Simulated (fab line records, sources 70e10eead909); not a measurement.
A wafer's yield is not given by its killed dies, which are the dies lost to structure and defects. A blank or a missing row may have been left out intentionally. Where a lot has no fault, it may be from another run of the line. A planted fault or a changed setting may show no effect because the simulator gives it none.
fab line records	flow nand-harc
record lots=5	wafers=15	last-day=30
route steps=1302 shown P_GATE@155 END@1302
lots with no fault: from the same line, run without faults
start-h: the number of hours between the record's first day and the start of the first shown wafer of the lot	wait-h: hours from the lot's prior step to this one	" as in the row above	L1.1+2: a row that stands for several wafers	- no value present, or no start provided	* or withheld: withheld	< > ~ a bound
route shown NAME@n: names a module that has steps shown in the file, with the first one's number in the route	usual: mean/standard deviation of fault-free wafers	same: alike in all rows	chamber/n: place in a boat	sites: per-site readings	_std_site: standard deviation of those values	_edge_site: outer sites' mean less inner sites'	radius-mm: how far each site lies from the wafer's centre	mask NAME#n: copy n	behind: the last tool/chamber to shape the wafer	hold: why the lot went on hold/how many hours it stayed there/how the hold came to an end	device: names the non-switching transistor (n, p or np)	end of line: the tests these same wafers got at the end of their route	for a step that has no rows: nothing shown but its recipe	killed: dies that structure and defects cost at the first sort, which is not the same as the wafer's yield	map: shows each die of a wafer: x if killed, . if not, _ if none is there
set.NAME: the setting that was run; set.NAME@STEP: the one run at that earlier step	model.NAME: the simulator's own value behind a step, which no gauge read
lots seen at some steps along the route; tables by step, rows by wafer
services: a tool's chamber out of use, with start hour (start-h, from the record's first day; less than 0 if before it), hours out, and reason
## steps
# step NHARC_P_GATE_ALD_36
# recipe target-thk-a=200	pulse-time-s=60	ald-cycles=223	temp-c=400	material=SiNx
# usual heater-power-w=842/110	precursor-pulse-height-rel=1.000/0.019
lot.wafer	tool	chamber	start-h	wait-h	heater-power-w	precursor-pulse-height-rel
L472.3	ald-sin-01	3	124.99	-	857	1.007
L472.1	"	0	126.40	-	996	1.012
L472.6	"	0	130.63	-	978	0.998
L473.4	ald-sin-03	0	132.87	-	708	1.024
L473.6	"	1	133.93	-	692	0.998
L473.5	"	2	134.99	-	732	1.006
L483.1	ald-sin-04	0	229.06	-	1046	1.029
L483.4	"	2	231.18	-	975	0.964
L483.6	"	3	232.25	-	886	0.984
L484.2	ald-sin-03	1	248.18	-	711	0.997
L484.5	"	1	252.52	-	709	1.032
L484.6	"	2	253.61	-	710	1.009
L486.1	ald-sin-04	0	267.19	-	1027	0.993
L486.3	"	2	268.64	-	946	0.975
L486.6	"	2	272.97	-	915	1.013
# step NHARC_P_GATE_ETCHBACK_37
# recipe target-depth-a=345	time-s=17.2	chf3-flow-sccm=50	o2-flow-sccm=10	ar-flow-sccm=200	rf-w=500	bias-w=200	chemistry=CHF3/O2
# usual drypump-motor-current-A=5.4/0.39	oes-product-au=0.939/0.027	rf-vpp-V=370.2/2.7	showerhead-plenum-p-Torr=2.39/0.12	throttle-valve-pct=20.573/0.0095
# same time-s=17.2
lot.wafer	tool	chamber	start-h	wait-h	drypump-motor-current-A	oes-product-au	rf-hours-counter-h	rf-vpp-V	showerhead-plenum-p-Torr	throttle-valve-pct
L472.3	rie-diel-07	1	-	-	5.1	1.011	0.7	368.3	2.30	20.588
L472.1	"	2	"	"	5.9	1.003	0.5	374.1	2.53	20.579
L472.6	"	0	"	"	5.4	0.995	-	369.7	2.28	20.571
L473.4	rie-diel-08	1	-	-	4.9	0.926	4.8	367.9	2.27	20.572
L473.6	"	3	"	"	4.9	0.915	-	370.7	2.47	20.571
L473.5	"	0	"	"	5.8	0.939	-	367.7	2.25	20.586
L483.4	rie-diel-08	0	-	-	5.8	0.944	3.4	366.9	2.25	20.572
L483.1	"	2	"	"	5.4	0.945	3.4	371.7	2.47	20.575
L483.6	"	1	"	"	4.9	0.935	-	368.1	2.27	20.596
L484.2	rie-diel-08	3	-	-	4.8	0.925	2.9	372.7	2.47	20.571
L484.5	"	0	"	"	5.9	0.941	-	367.0	2.25	20.553
L484.6	"	1	"	"	4.9	0.913	-	366.3	2.27	20.553
L486.1	rie-diel-05	2	-	-	6.3	0.942	3.0	370.7	2.42	20.587
L486.3	"	1	"	"	5.3	0.946	2.6	367.3	2.25	20.584
L486.6	"	3	"	"	5.0	0.937	-	373.0	2.53	20.568
# step NHARC_P_GATE_STRIP_101
# recipe time-s=20	o2-flow-sccm=500	ar-flow-sccm=0	bias-w=0	chemistry=O2
# usual drypump-motor-current-A=5.4/0.38	oes-product-au=1.001/0.013	rf-vpp-V=57.8/0.89	showerhead-plenum-p-Torr=3.52/0.17	throttle-valve-pct=17.035/0.0088
# same time-s=20
lot.wafer	tool	chamber	start-h	wait-h	drypump-motor-current-A	oes-product-au	rf-hours-counter-h	rf-vpp-V	showerhead-plenum-p-Torr	throttle-valve-pct
L472.3	rie-diel-07	1	136.73	0.1	5.1	1.007	0.7	57.7	3.38	17.042
L472.1	"	2	"	"	5.9	0.995	0.5	56.8	3.72	17.015
L472.6	"	3	"	"	5.3	0.994	-	57.3	3.77	17.031
L473.4	rie-diel-08	2	139.32	0.1	5.4	1.014	4.4	57.4	3.63	17.033
L473.6	"	0	"	"	5.9	1.034	-	57.5	3.32	17.025
L473.5	"	1	"	"	4.9	1.013	-	56.6	3.35	17.031
L483.4	rie-diel-08	3	237.64	0.1	4.9	1.004	2.5	59.1	3.62	17.045
L483.1	"	1	"	"	4.8	1.000	4.3	58.2	3.34	17.037
L483.6	"	2	"	"	5.4	1.012	-	58.1	3.62	17.029
L484.2	rie-diel-08	3	257.97	0.1	4.9	0.995	3.0	58.2	3.62	17.027
L484.5	"	0	"	"	5.9	1.023	-	56.3	3.31	17.033
L484.6	"	1	"	"	4.9	0.999	-	57.9	3.34	17.033
L486.3	rie-diel-05	1	279.13	0.1	5.4	0.994	2.6	57.7	3.30	17.044
L486.1	"	2	"	"	6.3	1.008	3.0	57.9	3.55	17.031
L486.6	"	1	"	"	5.3	0.995	-	58.5	3.30	17.026
# step NHARC_P_GATE_PRECLEAN_97
# recipe time-s=600	temp-c=120	chemistry=SPM
# step NHARC_P_GATE_SRD_98
# step NHARC_P_GATE_PRECLEAN_99
# recipe time-s=*	temp-c=50	bath-age-min=0	chemistry=SC1
# step NHARC_P_GATE_SRD_100
# step NHARC_P_GATE_DEHYDRATE_38
# recipe temp-c=150	time-s=120
# step NHARC_P_GATE_HMDS_39
# recipe time-s=30
# step NHARC_P_GATE_COAT_40
# recipe spin-rpm=3000
# step NHARC_P_GATE_SOFTBAKE_41
# recipe temp-c=122	time-s=95
# step NHARC_P_GATE_EBR_42
# step NHARC_P_GATE_EXPOSE_43
# recipe na=0.6	target-cd-nm=720	dose-mj=14.81	mask-id=P_NSD
# usual reticle-temp-C=23.03/0.099
lot.wafer	tool	chamber	start-h	wait-h	mask	reticle-temp-C
L472.1	krf-scanner-04	0	137.49	-	P_NSD#0	22.98
L472.3	"	0	"	"	P_NSD#0	22.84
L472.6	"	0	"	"	P_NSD#0	23.10
L473.4	krf-scanner-02	0	140.10	-	P_PSD#0	22.89
L473.5	"	0	"	"	P_PSD#0	22.91
L473.6	"	0	"	"	P_PSD#0	22.93
L483.1	krf-scanner-03	0	238.40	-	P_NSD#0	23.06
L483.4	"	0	"	"	P_NSD#0	23.04
L483.6	"	0	"	"	P_NSD#0	23.06
L484.2	krf-scanner-02	0	258.73	-	P_NSD#0	23.16
L484.5	"	0	"	"	P_NSD#0	22.99
L484.6	"	0	"	"	P_NSD#0	23.00
L486.1	krf-scanner-02	0	279.77	-	P_NSD#0	22.93
L486.3	"	0	"	"	P_NSD#0	22.93
L486.6	"	0	"	"	P_NSD#0	22.89
# step NHARC_P_GATE_PEB_44
# recipe peb-temp-c=118	peb-time-s=85
# step NHARC_P_GATE_DEVELOP_45
# recipe time-s=70
# step NHARC_P_GATE_CD_MEAS_46
# recipe target-cd-nm=720	landing-energy-ev=500
# usual cd-nm=719.2/2.4
lot.wafer	tool	chamber	start-h	wait-h	cd-nm
L472.1	cd-sem-01	0	137.64	-	721.0
L472.3	"	0	"	"	725.8
L472.6	"	0	"	"	718.9
L473.4	cd-sem-02	0	140.25	-	-
L473.5	"	0	"	"	-
L473.6	"	0	"	"	-
L483.1	cd-sem-01	0	238.56	-	719.3
L483.4	"	0	"	"	717.0
L483.6	"	0	"	"	718.7
L484.2	cd-sem-02	0	258.89	-	716.6
L484.5	"	0	"	"	717.1
L484.6	"	0	"	"	717.2
L486.1	cd-sem-02	0	279.92	-	717.9
L486.3	"	0	"	"	715.1
L486.6	"	0	"	"	716.7
# step NHARC_P_GATE_HARDBAKE_47
# recipe temp-c=125	time-s=80
# step NHARC_END_SORT_01
# recipe temp-c=25
# usual killed-at-array=54/17	killed-at-other=1.0/1.4	killed-at-periphery=3.6/2.1	killed-dies=58/17	killed-open=3.2/2	killed-short=2.5/1.5
# same gross-dies=677
lot.wafer	tool	chamber	start-h	wait-h	hold	killed-at-array	killed-at-other	killed-at-periphery	killed-dies	killed-open	killed-short
L473.4	prober-01	0	581.31	3.4	await-dispo/3.5h/scrap	28	0	649	677	2	2
L473.5	prober-01	0	582.12	3.7	await-dispo/3.5h/scrap	37	0	640	677	4	2
L473.6	prober-01	0	582.93	4.1	await-dispo/3.5h/scrap	59	0	618	677	9	3
L472.1	prober-01	0	586.73	2.5	-	65	0	2	67	3	1
L472.3	prober-01	0	588.34	3.1	-	84	0	2	86	5	2
L472.6	prober-01	0	590.75	4.0	-	87	1	5	93	3	3
L483.1	prober-02	0	695.95	2.5	-	78	0	1	79	1	2
L483.4	prober-02	0	698.41	3.5	-	62	1	4	67	5	0
L483.6	prober-02	0	700.05	4.1	-	75	0	1	76	1	2
L484.2	prober-02	0	711.74	2.8	-	63	0	6	69	7	1
L484.5	prober-02	0	714.11	3.7	-	60	0	4	64	2	3
L484.6	prober-02	0	714.90	4.0	-	46	0	1	47	1	2
L486.1	prober-01	0	722.22	2.5	-	50	0	5	55	1	0
L486.3	prober-01	0	723.84	3.1	-	30	0	4	34	3	2
L486.6	prober-01	0	726.28	4.1	-	52	0	3	55	2	4
# killed by level:class
L473.4 P_GATE:area-expose=643 A_CHANNEL_HOLE_D2:chamber-film-flake=14 P_M0:chamber-film-flake=4 A_CONTACT:unspecified=4 A_CHANNEL_HOLE_D1:chamber-film-flake=2 A_CONTACT:chamber-film-flake=2 P_CONTACT:geometric-particle:short=1 P_M0:geometric-particle:open=1
L473.5 P_GATE:area-expose=639 A_CHANNEL_HOLE_D2:chamber-film-flake=14 A_CONTACT:chamber-film-flake=6 A_STAIRCASE:chamber-film-flake=3 A_BONDPAD:chamber-film-flake=3 A_CHANNEL_FILL_D2:geometric-particle:short=2 A_CHANNEL_HOLE_D1:chamber-film-flake=2 A_CHANNEL_FILL_D2:chamber-film-flake=2
L473.6 P_GATE:area-expose=609 A_CHANNEL_HOLE_D2:chamber-film-flake=40 A_CONTACT:chamber-film-flake=6 A_CHANNEL_HOLE_D1:chamber-film-flake=3 P_CONTACT:geometric-particle:open=2 P_M0:chamber-film-flake=2 P_GATE:geometric-particle:open=1 P_M0:geometric-particle:short=1
L472.1 A_CHANNEL_HOLE_D1:chamber-film-flake=27 A_SLIT:chamber-film-flake=26 A_CHANNEL_HOLE_D2:chamber-film-flake=5 A_STAIRCASE:chamber-film-flake=2 P_M1:geometric-particle:open=1 A_ONON_D2:geometric-particle:open=1 A_SGD_CUT:geometric-particle:short=1 A_BLC:geometric-particle:open=1
L472.3 A_SLIT:chamber-film-flake=33 A_CHANNEL_HOLE_D1:chamber-film-flake=28 A_CHANNEL_HOLE_D2:chamber-film-flake=15 P_CONTACT:geometric-particle:open=2 A_CHANNEL_FILL_D1:geometric-particle:open=1 A_ONON_D2:geometric-particle:short=1 A_CHANNEL_HOLE_D2:geometric-particle:short=1 A_SGD_CUT:geometric-particle:open=1
L472.6 A_CHANNEL_HOLE_D1:chamber-film-flake=35 A_SLIT:chamber-film-flake=27 A_CHANNEL_HOLE_D2:chamber-film-flake=16 P_ZERO_WELL:chamber-film-flake=2 A_BONDPAD:chamber-film-flake=2 P_CONTACT:geometric-particle:open=1 P_M0:geometric-particle:short=1 P_M1:geometric-particle:open=1
L483.1 A_CHANNEL_HOLE_D2:chamber-film-flake=31 A_CHANNEL_HOLE_D1:chamber-film-flake=28 A_CHANNEL_FILL_D2:chamber-film-flake=5 A_SGD_CUT:chamber-film-flake=4 A_CONTACT:chamber-film-flake=4 A_WL_FILL:chamber-film-flake=2 P_CONTACT:geometric-particle:short=1 A_ONON_D2:geometric-particle:open=1
L483.4 A_CHANNEL_HOLE_D1:chamber-film-flake=30 A_CHANNEL_HOLE_D2:chamber-film-flake=20 A_CHANNEL_FILL_D2:chamber-film-flake=3 A_SGD_CUT:chamber-film-flake=3 P_ZERO_WELL:chamber-film-flake=2 A_CONTACT:chamber-film-flake=2 P_CONTACT:geometric-particle:open=1 P_M0:geometric-particle:open=1
L483.6 A_CHANNEL_HOLE_D1:chamber-film-flake=36 A_CHANNEL_HOLE_D2:chamber-film-flake=19 A_CONTACT:chamber-film-flake=5 A_CHANNEL_FILL_D2:chamber-film-flake=4 A_SGD_CUT:chamber-film-flake=3 A_SLIT:chamber-film-flake=3 P_CONTACT:geometric-particle:short=1 A_STAIRCASE:geometric-particle:open=1
L484.2 A_SLIT:chamber-film-flake=38 A_CHANNEL_HOLE_D1:chamber-film-flake=15 P_CONTACT:geometric-particle:open=2 P_M0:geometric-particle:open=2 A_BLC:chamber-film-flake=2 A_STAIRCASE:chamber-film-flake=2 A_CONTACT:chamber-film-flake=2 P_M1:geometric-particle:open=1
L484.5 A_SLIT:chamber-film-flake=40 A_CHANNEL_HOLE_D1:chamber-film-flake=4 A_STAIRCASE:chamber-film-flake=4 A_CONTACT:chamber-film-flake=4 A_M0:geometric-particle:open=2 P_STI:chamber-film-flake=2 P_GATE:chamber-film-flake=2 A_ONON_D1:geometric-particle:short=1
L484.6 A_SLIT:chamber-film-flake=32 A_CHANNEL_HOLE_D1:chamber-film-flake=7 A_CONTACT:chamber-film-flake=4 A_ONON_D2:geometric-particle:short=1 A_CHANNEL_HOLE_D1:geometric-particle:short=1 A_M1:geometric-particle:open=1 P_STI:chamber-film-flake=1
L486.1 A_CHANNEL_HOLE_D1:chamber-film-flake=36 A_CONTACT:chamber-film-flake=7 P_M1:chamber-film-flake=5 A_SLIT:chamber-film-flake=3 A_STAIRCASE:chamber-film-flake=2 A_M0:geometric-particle:open=1 A_CHANNEL_FILL_D1:chamber-film-flake=1
L486.3 A_CHANNEL_HOLE_D1:chamber-film-flake=10 A_CONTACT:chamber-film-flake=5 P_M1:chamber-film-flake=4 A_SLIT:chamber-film-flake=4 A_STAIRCASE:chamber-film-flake=3 A_ONON_D2:geometric-particle:open=2 A_ONON_D1:geometric-particle:short=1 A_CHANNEL_HOLE_D1:geometric-particle:short=1
L486.6 A_CHANNEL_HOLE_D1:chamber-film-flake=34 A_CONTACT:chamber-film-flake=8 A_M0:geometric-particle:short=3 A_SLIT:chamber-film-flake=3 P_M1:chamber-film-flake=2 A_ONON_D1:geometric-particle:short=1 A_ONON_D1:geometric-particle:open=1 A_BLC:geometric-particle:open=1
# map L473.4 (x killed, . not)
____________x____________
_________xxxxxxx_________
_______xxxxxxxxxxx_______
______xxxxxxxxxxxxx______
_____xxxxxxxxxxxxxxx_____
____xxxxxxxxxxxxxxxxx____
____xxxxxxxxxxxxxxxxx____
___xxxxxxxxxxxxxxxxxxx___
___xxxxxxxxxxxxxxxxxxx___
__xxxxxxxxxxxxxxxxxxxxx__
__xxxxxxxxxxxxxxxxxxxxx__
_xxxxxxxxxxxxxxxxxxxxxxx_
_xxxxxxxxxxxxxxxxxxxxxxx_
_xxxxxxxxxxxxxxxxxxxxxxx_
_xxxxxxxxxxxxxxxxxxxxxxx_
_xxxxxxxxxxxxxxxxxxxxxxx_
xxxxxxxxxxxxxxxxxxxxxxxxx
xxxxxxxxxxxxxxxxxxxxxxxxx
xxxxxxxxxxxxxxxxxxxxxxxxx
xxxxxxxxxxxxxxxxxxxxxxxxx
xxxxxxxxxxxxxxxxxxxxxxxxx
_xxxxxxxxxxxxxxxxxxxxxxx_
_xxxxxxxxxxxxxxxxxxxxxxx_
_xxxxxxxxxxxxxxxxxxxxxxx_
_xxxxxxxxxxxxxxxxxxxxxxx_
_xxxxxxxxxxxxxxxxxxxxxxx_
__xxxxxxxxxxxxxxxxxxxxx__
__xxxxxxxxxxxxxxxxxxxxx__
___xxxxxxxxxxxxxxxxxxx___
___xxxxxxxxxxxxxxxxxxx___
____xxxxxxxxxxxxxxxxx____
____xxxxxxxxxxxxxxxxx____
_____xxxxxxxxxxxxxxx_____
______xxxxxxxxxxxxx______
_______xxxxxxxxxxx_______
_________xxxxxxx_________
____________x____________
# map L486.1 (x killed, . not)
____________.____________
_________......._________
_______..........._______
______.............______
_____..............._____
____.................____
____.................____
___..x................___
___...................___
__.........x...........__
__....x................__
_x............x........._
_x...x.................._
_x..xx.................._
_xxxx..................._
_x.xx.x................._
xxxxxx.x.................
xxxxx.x..................
x...x.x................x.
..xxx........x...........
.x.xxx...................
_......................._
_...x..................._
_x......................_
_...x..................._
_x.x..x................._
__.....................__
__....x................__
___....x..............___
___...................___
____.................____
____.................____
_____x.....x........_____
______...x.........______
_______..........._______
_________...x..._________
____________.____________
## services
tool	chamber	start-h	hours	kind
rie-diel-05	1	101.12	6.5	repair
rie-diel-05	2	107.74	5.0	repair
rie-diel-07	-	117.20	9.0	pm
ald-sin-01	-	122.02	0.5	repair
krf-scanner-04	-	126.76	0.5	repair
krf-scanner-02	-	176.58	1.7	repair
ald-sin-04	2	181.14	6.1	repair
krf-scanner-04	-	182.00	4.0	pm
ald-sin-04	1	182.54	5.4	repair
rie-diel-08	-	190.80	9.0	pm
krf-scanner-03	-	191.68	0.7	repair
ald-sin-01	3	204.90	9.4	repair
ald-sin-04	3	205.16	16.2	repair
ald-sin-04	0	205.49	12.2	repair
krf-scanner-03	-	209.29	4.4	repair
krf-scanner-04	-	217.41	2.8	repair
rie-diel-05	0	228.13	5.4	repair
rie-diel-05	-	229.80	9.0	pm
rie-diel-08	3	238.97	2.2	repair
ald-sin-04	2	239.35	7.8	repair
rie-diel-07	3	252.65	3.6	repair
krf-scanner-02	-	266.05	4.0	pm
ald-sin-04	1	266.18	13.8	repair
ald-sin-03	3	278.27	9.9	repair
## key
first-sign step=NHARC_P_GATE_EXPOSE_43	reading=mask	direction=changed
effect step=NHARC_P_GATE_CD_MEAS_46	reading=cd-nm	direction=missing
effect step=NHARC_END_SORT_01	reading=killed-at-periphery	direction=up	sigmas=99+	usual=3.6	struck=635.7
more-kills-born-at NHARC_P_GATE_EXPOSE_43@krf-scanner-02=1891
met-at NHARC_P_GATE_EXPOSE_43
struck-wafers L473.4,L473.5,L473.6
later-rows-left-out L473.4,L473.5,L473.6
tester-left-out L473
fault kind=wrong-mask	tool=any	chamber=-	onset-h=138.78	steps=NHARC_P_GATE_EXPOSE_43	aux-copy=P_PSD#0	scope=struck-lots-only
# tester-left-out: of these lots the tester's yield and bins aren't shown, on N5 and GAA mostly nor the transistor test; their killed dies are dies lost to structure and defects alone, not to doping, threshold or leakage, so they don't give the yield
# later-rows-left-out: the simulator's readings of these wafers behind a module that went badly wrong aren't trusted and aren't shown, but for the sort
